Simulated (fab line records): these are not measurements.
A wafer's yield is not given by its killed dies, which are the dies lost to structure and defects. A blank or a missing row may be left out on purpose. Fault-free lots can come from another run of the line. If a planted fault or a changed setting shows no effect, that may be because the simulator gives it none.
Problem report in the 8D (eight disciplines) form, filled by code | flow n5-finfet | the parts of the form that need people (team, actions taken, sign-off) are left out

## 1. THE PROBLEM
run-length-s at N5_BEOL_M14_ETCH_59 reads a mean of 88.0 s on 3 wafers of 2 lots; wafers without a fault read 91.2 s with a standard deviation of 0.46. Measured from the usual mean, that is -6.9 standard deviations.
The step: etches BARC in N2/H2, target depth 89 nm, overetch 26.7 nm, time 67.9 s.
Earliest sighting: wafer L652.4 on rie-diel-04 at day 16 07:02. The record has a number at this step for 18 wafers belonging to 6 lots. The rule behind "out" and "out of limits": a value lying over 4 standard deviations away from the usual mean. The other wafers with a number count as sound.

## 2. WHAT IT IS; WHAT IT IS NOT
question                    | is                     | is not
which readings at this step | run-length-s           | drypump-motor-current-A, oes-product-au, rf-vpp-V, showerhead-plenum-p-Torr, throttle-valve-pct
which lots                  | L652, L655             | L638, L642, L644, L657
which wafers of those lots  | L652.4, L652.6, L655.4 | L652.3, L655.1, L655.3
read on which tools         | rie-diel-04            | rie-diel-02, rie-diel-06
when                        | from day 16 07:02      | up to then (10 sound wafers); but 5 sound wafers of L655, L657 came after

## 3. WHAT RULES OUT EACH SUSPECT
Counting: any tool at a process step up to the reading remains a suspect provided it ran every lot that is out. Sound lots after the first of them don't rule it out here, since some wafers of a struck lot are sound.
- rie-diel-04 at N5_BEOL_M14_DESCUM_15 (chemistry O2, time 7.9 s): kept. It processed each lot that is out (first: L652, day 16 06:59); up to then, its last sound lot is L644 (day 13 21:58).
- rie-diel-04 at N5_BEOL_M14_ETCH_59 (etches BARC in N2/H2, target depth 89 nm, overetch 26.7 nm, time 67.9 s): kept. It processed each lot that is out (first: L652, day 16 07:02); up to then, its last sound lot is L644 (day 13 22:00). Its own readings are out on those wafers: run-length-s.
Left after counting: rie-diel-04 at N5_BEOL_M14_DESCUM_15, rie-diel-04 at N5_BEOL_M14_ETCH_59.

## 4. THE CAUSE (what the simulator had put in)
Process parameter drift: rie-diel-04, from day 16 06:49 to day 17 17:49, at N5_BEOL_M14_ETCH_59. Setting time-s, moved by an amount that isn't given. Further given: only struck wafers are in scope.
This tool is one of the 2 suspects left after counting.

## 5. THE CHAIN OF EFFECTS, in route order
Each row: a reading whose mean over the struck wafers that have a number lies more than 3 standard deviations from the usual. Scope: only readings with a usual standard deviation given in the record; hours: median across lots of the time from each lot's start at the first step in this table that gives one to its start at this step; sigmas: change in usual standard deviations.
hours | step                | reading      | usual  | on struck wafers | change | sigmas
0     | N5_BEOL_M14_ETCH_59 | run-length-s | 91.2 s | 88.0             | -3.2   | -6.9
Here are the process steps it includes:
- N5_BEOL_M14_ETCH_59: etches BARC in N2/H2, target depth 89 nm, overetch 26.7 nm, time 67.9 s.

## 6. WHAT WOULD HAVE CAUGHT IT SOONER
The fault began at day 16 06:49; the first out-of-limits reading in this record came at day 16 07:02, 0 hours later.
